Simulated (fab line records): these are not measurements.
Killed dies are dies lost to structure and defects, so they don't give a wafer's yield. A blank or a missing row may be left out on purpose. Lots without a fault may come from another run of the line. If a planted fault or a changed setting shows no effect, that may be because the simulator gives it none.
Comparing a struck lot with a sound one ; flow n5Finfet ; 34 steps out of a route of 1938
Sound: these wafers, L231.4, L231.5, L231.6. The struck wafers were L244.1, L244.2, L244.6. The cause is named last.
Order at every step that has rows: each side's tool, ch and its chambers, its first start. Under that, the readings that differ: sound wafers ; struck wafers ; difference of the means ; sigmas: that difference in standard deviations of wafers without a fault.
alike: words and numbers the same on both sides, and readings whose means are apart by under 2 such deviations; not compared: readings that were withheld, readings missing a value for some wafer, numbers with overlapping values and no deviation given by the record, and bounds like >300 which may hide the same value.
A row with sigmas, a row that says differs or no value, or rows on one side alone: a step with any of these is where the two part. When numbers do not overlap yet have no deviation, they are printed without sigmas and do not part them. A reading missing from all wafers of one side parts the sides only when that side holds two or more wafers.

first, 9 steps without rows for these wafers: N5_BEOL_M10_EBR_24; N5_BEOL_M10_SOFTBAKE_23 (time 60 s); N5_BEOL_M10_EXPOSE_25 (exposes mask V9); N5_BEOL_M10_PEB_26 (peb time 60 s); N5_BEOL_M10_DEVELOP_27 (develop time 30 s); N5_BEOL_M10_DESCUM_33 (chemistry O2, time 7.9 s); N5_BEOL_M10_ETCH_65 (etches SiARC in CF4, target depth 39 nm, time 65 s); N5_BEOL_M10_ETCH_66 (etches SOC in N2/H2, target depth 120 nm, overetch 24 nm, time 180 s); N5_BEOL_M10_STRIP_69 (strips in N2/H2).
N5_BEOL_M10_VIA_ETCH_34: etches SiCOH lowk in C4F6/O2, target depth 184.5 nm, time 69.2 s.
  sound on rieDiel-02 ch 0,1, day 11 06:05; struck on rieDiel-02 ch 1,2,3, day 14 16:23
  alike: O2_flow_sccm, biasW, drypumpMotorCurrentA, oes_ar_750_au, oesProductAu, rfVppV, showerheadPlenumPTorr, throttleValvePct
  not compared: rfHoursCounterH
then, 23 steps without rows for these wafers: N5_BEOL_M10_STRIP_73 (strips in C4F6/O2); N5_BEOL_M10_STRIP_36 (strips in N2/H2); N5_BEOL_M10_TRENCH_ETCH_37 (etches SiCOH lowk in C4F6/O2, target depth 148.83 nm, time 48 s); N5_BEOL_M10_ETCH_41 (etches SiCN in CH3F/O2, target depth 42.6 nm, time 86 s); N5_BEOL_M10_STRIP_77 (strips in N2/H2, time 10 s); N5_BEOL_M10_HM_STRIP_39 (strips TiN in peroxide tin strip, target depth 25 nm, time 158 s); N5_BEOL_M10_SRD_40 (time 30 s); N5_BEOL_M10_PRECLEAN_42 (cleans in residue remover, time 60 s); N5_BEOL_M10_SRD_43 (time 30 s); N5_BEOL_M10_CURE_72 (cures SiCOH lowk, time 120 s); N5_BEOL_M10_DEGAS_44 (time 60 s); N5_BEOL_M10_PRE_CLEAN_45 (time 30 s); N5_BEOL_M10_ALD_74 (deposits TaN, target thk 2 nm, pulse time 2 s, purge time 3 s); N5_BEOL_M10_SURFACE_TREAT_76; N5_BEOL_M10_CVD_75 (deposits Co from CCTBA/H2, target thk 2 nm, time 138.9 s); N5_BEOL_M10_SPUTTER_48 (material Cu, target thk 12 nm, time 2 s); N5_BEOL_M10_ECD_50 (material Cu, target thk 318 nm); N5_BEOL_M10_ANNEAL_51 (time 90 s); N5_BEOL_M10_CMP_52 (polishes, stops on SiCOH lowk, t overpolish 7 s, target thk 140 nm); N5_BEOL_M10_PRE_CLEAN_55 (time 15 s); N5_BEOL_M10_DEP_56 (deposits SiCN from 3MS/NH3, target thk 15 nm, time 26.5 s); N5_BEOL_M11_ILD_DEP_00 (deposits SiCOH lowk from DEMS/porogen, target thk 308.51 nm, time 58 s); N5_BEOL_M11_CURE_71 (cures SiCOH lowk, time 240 s).
N5_PASSIVATION_PROBE_49:
  sound: prober-02 at day 13 09:41; struck: prober-01 at day 16 12:07
reading;sound;struck;difference;sigmas
defectLimitedYield (%);89.8 89.7 88.3;88.5 85.2 81.6;-4.2;-3
killed_at_M4_up;18 9 6;82 88 108;+82;+15
killedAtFrontEnd;59 65 76;20 42 38;-33;-3
killedDies;120 121 138;136 175 217;+50;+3
sort_bin_5_function (%);5.3 6.1 7.0;7.5 9.7 12.0;+3.6;+4
sortNPass;1060 1059 1042;1044 1005 963;-50;-3
sortYieldPct (%);89.8 89.7 88.3;88.5 85.2 81.6;-4.2;-3
  alike: killed_at_M0_to_M3, killedAtContacts, killedAtOther, killedOpen, killedShort, sort_bin_4_leakage, sort_bin_6_memory

WHERE THEY PART
At N5_PASSIVATION_PROBE_49 and nowhere else, as far as this record goes.

WHY: what the simulator had put in
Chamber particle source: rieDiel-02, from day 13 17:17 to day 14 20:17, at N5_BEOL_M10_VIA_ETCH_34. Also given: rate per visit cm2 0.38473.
